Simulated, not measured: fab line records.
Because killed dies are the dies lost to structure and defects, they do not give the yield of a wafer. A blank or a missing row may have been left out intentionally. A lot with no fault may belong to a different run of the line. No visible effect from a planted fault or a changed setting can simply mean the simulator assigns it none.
Lot-split experiment :: flow n5_finfet :: route with 1938 steps; 7 lots, 21 wafers read

## SPLIT DETAILS
At N5_BEOL_M0_ETCH_138 (etches SiCN in CH3F/O2, target depth 12 nm, time 31.6 s), the setting source_w was moved away from the recipe's 395 W on 8 of the 21 wafers read, by -15.6% to +13.3%. For the rest of the wafers, this setting stayed at what the recipe calls for.

The split's own step is where the reading is taken.

## THE READING
rf_vpp_V, in V, at N5_BEOL_M0_ETCH_138 (etches SiCN in CH3F/O2, target depth 12 nm, time 31.6 s). On this fab line, fault-free wafers typically give 298.4 V with a standard deviation of 1.5 V.

wafer: L078.3
tool, chamber at the split: rie_diel-04, 0
source_w as run, W: 342.7
against the recipe: -13.2%
rf_vpp_V, V: 311.1
against lot-mates on the recipe: +14.0

wafer: L078.4
tool, chamber at the split: rie_diel-04, 3
source_w as run, W: 395
against the recipe: recipe
rf_vpp_V, V: 296.5
against lot-mates on the recipe: -

wafer: L078.6
tool, chamber at the split: rie_diel-04, 3
source_w as run, W: 395
against the recipe: recipe
rf_vpp_V, V: 297.8
against lot-mates on the recipe: -

wafer: L085.2
tool, chamber at the split: rie_diel-06, 2
source_w as run, W: 395
against the recipe: recipe
rf_vpp_V, V: 298.0
against lot-mates on the recipe: -

wafer: L085.3
tool, chamber at the split: rie_diel-06, 1
source_w as run, W: 447.4
against the recipe: +13.3%
rf_vpp_V, V: 286.2
against lot-mates on the recipe: -11.8

wafer: L085.5
tool, chamber at the split: rie_diel-06, 0
source_w as run, W: 447.4
against the recipe: +13.3%
rf_vpp_V, V: 286.9
against lot-mates on the recipe: -11.1

wafer: L084.1
tool, chamber at the split: rie_diel-04, 2
source_w as run, W: 395
against the recipe: recipe
rf_vpp_V, V: 300.5
against lot-mates on the recipe: -

wafer: L084.3
tool, chamber at the split: rie_diel-04, 3
source_w as run, W: 341.4
against the recipe: -13.6%
rf_vpp_V, V: 312.3
against lot-mates on the recipe: +11.8

wafer: L084.5
tool, chamber at the split: rie_diel-04, 1
source_w as run, W: 341.4
against the recipe: -13.6%
rf_vpp_V, V: 313.0
against lot-mates on the recipe: +12.5

wafer: L087.1
tool, chamber at the split: rie_diel-05, 2
source_w as run, W: 395
against the recipe: recipe
rf_vpp_V, V: 296.3
against lot-mates on the recipe: -

wafer: L087.2
tool, chamber at the split: rie_diel-05, 1
source_w as run, W: 395
against the recipe: recipe
rf_vpp_V, V: 299.7
against lot-mates on the recipe: -

wafer: L087.6
tool, chamber at the split: rie_diel-05, 3
source_w as run, W: 395
against the recipe: recipe
rf_vpp_V, V: 300.1
against lot-mates on the recipe: -

wafer: L091.1
tool, chamber at the split: rie_diel-05, 1
source_w as run, W: 333.3
against the recipe: -15.6%
rf_vpp_V, V: 315.5
against lot-mates on the recipe: +14.9

wafer: L091.3
tool, chamber at the split: rie_diel-05, 3
source_w as run, W: 333.3
against the recipe: -15.6%
rf_vpp_V, V: 315.2
against lot-mates on the recipe: +14.6

wafer: L091.5
tool, chamber at the split: rie_diel-05, 0
source_w as run, W: 395
against the recipe: recipe
rf_vpp_V, V: 300.6
against lot-mates on the recipe: -

wafer: L096.1
tool, chamber at the split: rie_diel-04, 3
source_w as run, W: 395
against the recipe: recipe
rf_vpp_V, V: 297.2
against lot-mates on the recipe: -

wafer: L096.4
tool, chamber at the split: rie_diel-04, 2
source_w as run, W: 395
against the recipe: recipe
rf_vpp_V, V: 299.4
against lot-mates on the recipe: -

wafer: L096.5
tool, chamber at the split: rie_diel-04, 3
source_w as run, W: 395
against the recipe: recipe
rf_vpp_V, V: 297.8
against lot-mates on the recipe: -

wafer: L097.1
tool, chamber at the split: rie_diel-05, 0
source_w as run, W: 426.1
against the recipe: +7.9%
rf_vpp_V, V: 291.7
against lot-mates on the recipe: -8.1

wafer: L097.2
tool, chamber at the split: rie_diel-05, 1
source_w as run, W: 395
against the recipe: recipe
rf_vpp_V, V: 299.7
against lot-mates on the recipe: -

wafer: L097.4
tool, chamber at the split: rie_diel-05, 1
source_w as run, W: 395
against the recipe: recipe
rf_vpp_V, V: 299.8
against lot-mates on the recipe: -

FIT RESULTS
A straight line over all 21 wafers: rf_vpp_V changes by -0.989 V for each +1% of source_w; r = -0.99; the points scatter about the line by 1.3 V.
The same after taking each lot's own level away (the mean of its wafers on the recipe; 21 wafers): -0.926 V for each +1%; r = -0.99; scatter 0.97 V.
On that fit, the largest move of source_w shifts the reading by 14 V.
The lots' own levels span 297.15 to 300.60 V, that is 2.3 times the standard deviation above.
Hence the lot-to-lot level has little effect on the slope; both slopes agree.
Check: for one of the wafers moved furthest among these (-15.6%), held out of the fit, the line's prediction against its lot-mates is +14.5 V. It came out at +14.9 V against them.
Tool readings at the split's step, against how far the setting was moved: rf_vpp_V r = -0.99.

## THESE WAFERS: OTHER SPLITS
Before the reading, these wafers also passed through other splits. Each is held against what the fit with the lots' levels taken away leaves over:
other split on the same wafers: N5_HKMG_FIN_PEB_47 peb_time_s
wafers away from the commonest value: 7
r with rf_vpp_V (lot level and that fit taken away): +0.05

other split on the same wafers: N5_GATE_CUT_ETCH_58 time_s
wafers away from the commonest value: 7
r with rf_vpp_V (lot level and that fit taken away): +0.04

other split on the same wafers: N5_GATE_CUT_COAT_27 spin_rpm
wafers away from the commonest value: 10
r with rf_vpp_V (lot level and that fit taken away): -0.26

other split on the same wafers: N5_MOL_CONTACT_COAG_COAT_76 spin_rpm
wafers away from the commonest value: 6
r with rf_vpp_V (lot level and that fit taken away): +0.13

other split on the same wafers: N5_MOL_CONTACT_COAG_COAT_63 spin_rpm
wafers away from the commonest value: 8
r with rf_vpp_V (lot level and that fit taken away): -0.21

other split on the same wafers: N5_BEOL_M0_SAQP_PECVD_97 time_s
wafers away from the commonest value: 8
r with rf_vpp_V (lot level and that fit taken away): -0.21

## FILE'S OWN FIT
rf_vpp_V changes by -0.946 V for each +1% of source_w, r = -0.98.
